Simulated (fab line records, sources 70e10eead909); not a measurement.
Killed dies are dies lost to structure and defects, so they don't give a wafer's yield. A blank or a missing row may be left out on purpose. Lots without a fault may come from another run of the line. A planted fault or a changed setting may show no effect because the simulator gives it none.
Chamber matching | flow nand_harc | NHARC_A_STAIRCASE_ETCH_444 on rie_diel-08: 4 sister chambers
The step etches the open film in C4F8/O2, target depth 20400 nm, time 6800 s. 14 wafers are shown with their chamber, then 7 later ones without.

WAFERS WITH THEIR CHAMBER
wafer  | chamber | rf_vpp_V (V) | oes_product_au (a.u.) | chamber_pressure_mTorr (mTorr)
L319.1 | 1       | 806.5        | 0.907                 | 24.960
L319.4 | 2       | 803.8        | 0.917                 | 24.994
L319.5 | 1       | 806.2        | 0.915                 | 25.026
L318.1 | 3       | 804.9        | 0.909                 | 25.016
L318.3 | 2       | 804.8        | 0.901                 | 25.000
L318.5 | 3       | 804.0        | 0.924                 | 24.986
L322.1 | 2       | 803.6        | 0.921                 | 24.988
L322.3 | 1       | 806.6        | 0.923                 | 25.023
L322.5 | 3       | 803.1        | 0.928                 | 24.995
L332.2 | 0       | 804.9        | 0.954                 | 25.023
L332.4 | 2       | 804.6        | 0.936                 | 24.977
L332.6 | 1       | 805.9        | 0.942                 | 25.002
L333.1 | 0       | 804.6        | 0.956                 | 24.963
L333.2 | 3       | 802.5        | 0.948                 | 24.968

SIGNATURES (means of the wafers above)
reading                | chamber 0 | chamber 1 | chamber 2 | chamber 3 | scatter within a chamber
rf_vpp_V               | 804.750   | 806.300   | 804.200   | 803.625   | 0.685
oes_product_au         | 0.95500   | 0.92175   | 0.91875   | 0.92725   | 0.0144
chamber_pressure_mTorr | 24.99300  | 25.00275  | 24.98975  | 24.99125  | 0.0246
Rule: a wafer's distance from a chamber is the root of the sum, over the readings, of the square of ((its reading less the chamber's mean) divided by the reading's scatter). The wafer belongs to the nearest chamber; if the next one is less than 2 further off, it can't be placed. The scatter: the root of (the sum of the squares of (reading less its chamber's mean) over the shown wafers, divided by (wafers less chambers)).

WAFERS WITHOUT THEIR CHAMBER
wafer  | rf_vpp_V (V) | oes_product_au (a.u.) | chamber_pressure_mTorr (mTorr)
L333.3 | 806.0        | 0.947                 | 24.970
L334.3 | 803.2        | 0.918                 | 24.999
L334.5 | 803.6        | 0.918                 | 25.013
L334.6 | 804.4        | 0.920                 | 24.988
L340.1 | 804.6        | 0.909                 | 25.007
L340.3 | 804.0        | 0.909                 | 24.982
L340.4 | 803.0        | 0.923                 | 25.006

WHICH CHAMBER EACH WENT THROUGH
wafer  | from the rows above               | in truth
L333.3 | can't be placed: 0 or 1 or 2 or 3 | 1
L334.3 | can't be placed: 3 or 2           | 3
L334.5 | can't be placed: 3 or 2           | 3
L334.6 | can't be placed: 2 or 3           | 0
L340.1 | can't be placed: 2 or 3 or 1      | 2
L340.3 | can't be placed: 2 or 3           | 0
L340.4 | can't be placed: 3 or 2           | 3
Placed correctly: 0 of 7. Can't be placed from these rows: 7 (the true chamber is among the candidates in 5). Placed wrongly: 0.
